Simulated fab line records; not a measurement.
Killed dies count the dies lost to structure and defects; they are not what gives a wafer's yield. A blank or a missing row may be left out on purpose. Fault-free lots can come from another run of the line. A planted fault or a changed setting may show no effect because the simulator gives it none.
Matching of chambers || flow n5Finfet || N5_BEOL_M12_ETCH_59 on rieDiel-01: 4 sister chambers
The step etches BARC in N2/H2, target depth 89 nm, overetch 26.7 nm, time 67.9 s. 8 wafers are shown with their chamber, then 11 later ones without.

## WAFERS WITH THEIR CHAMBER
{"wafer": "L078.4", "chamber": 1, "throttleValvePct (%)": 18.72, "showerheadPlenumPTorr (Torr)": 2.51}
{"wafer": "L080.1", "chamber": 2, "throttleValvePct (%)": 18.07, "showerheadPlenumPTorr (Torr)": 2.65}
{"wafer": "L080.4", "chamber": 1, "throttleValvePct (%)": 18.71, "showerheadPlenumPTorr (Torr)": 2.51}
{"wafer": "L079.6", "chamber": 0, "throttleValvePct (%)": 18.08, "showerheadPlenumPTorr (Torr)": 2.57}
{"wafer": "L084.2", "chamber": 0, "throttleValvePct (%)": 18.11, "showerheadPlenumPTorr (Torr)": 2.56}
{"wafer": "L086.3", "chamber": 2, "throttleValvePct (%)": 18.11, "showerheadPlenumPTorr (Torr)": 2.64}
{"wafer": "L086.6", "chamber": 3, "throttleValvePct (%)": 18.00, "showerheadPlenumPTorr (Torr)": 2.54}
{"wafer": "L089.1", "chamber": 3, "throttleValvePct (%)": 18.02, "showerheadPlenumPTorr (Torr)": 2.54}

## WAFERS WITH NO CHAMBER GIVEN
{"wafer": "L089.2", "throttleValvePct (%)": 18.10, "showerheadPlenumPTorr (Torr)": 2.64}
{"wafer": "L089.3", "throttleValvePct (%)": 18.12, "showerheadPlenumPTorr (Torr)": 2.56}
{"wafer": "L088.1", "throttleValvePct (%)": 18.11, "showerheadPlenumPTorr (Torr)": 2.64}
{"wafer": "L088.5", "throttleValvePct (%)": 18.01, "showerheadPlenumPTorr (Torr)": 2.54}
{"wafer": "L088.6", "throttleValvePct (%)": 18.13, "showerheadPlenumPTorr (Torr)": 2.56}
{"wafer": "L094.3", "throttleValvePct (%)": 18.16, "showerheadPlenumPTorr (Torr)": 2.55}
{"wafer": "L094.4", "throttleValvePct (%)": 18.14, "showerheadPlenumPTorr (Torr)": 2.63}
{"wafer": "L094.6", "throttleValvePct (%)": 18.13, "showerheadPlenumPTorr (Torr)": 2.63}
{"wafer": "L096.4", "throttleValvePct (%)": 18.14, "showerheadPlenumPTorr (Torr)": 2.63}
{"wafer": "L096.5", "throttleValvePct (%)": 18.02, "showerheadPlenumPTorr (Torr)": 2.53}
{"wafer": "L096.6", "throttleValvePct (%)": 18.14, "showerheadPlenumPTorr (Torr)": 2.55}

## WHICH CHAMBER EACH WENT THROUGH
{"wafer": "L089.2", "from the rows above": 2, "in truth": 2}
{"wafer": "L089.3", "from the rows above": 0, "in truth": 0}
{"wafer": "L088.1", "from the rows above": 2, "in truth": 2}
{"wafer": "L088.5", "from the rows above": 3, "in truth": 3}
{"wafer": "L088.6", "from the rows above": 0, "in truth": 0}
{"wafer": "L094.3", "from the rows above": 0, "in truth": 0}
{"wafer": "L094.4", "from the rows above": 2, "in truth": 2}
{"wafer": "L094.6", "from the rows above": 2, "in truth": 2}
{"wafer": "L096.4", "from the rows above": 2, "in truth": 2}
{"wafer": "L096.5", "from the rows above": 3, "in truth": 3}
{"wafer": "L096.6", "from the rows above": 0, "in truth": 0}
Correct placement for 11 of the 11. Left unplaced by these rows: 0. 0 placed wrongly.
How it was worked out, from the rows above alone: a wafer's distance from a chamber is the root of the sum, over the readings, of the square of ((its reading less the chamber's mean) divided by the reading's scatter). If the next closest chamber is less than 2 further off than the closest, the wafer can't be placed; otherwise it belongs to the closest. A chamber's mean is the mean of its shown wafers. The scatter: the root of (the sum of the squares of (reading less its chamber's mean) over the shown wafers, divided by (wafers less chambers)).
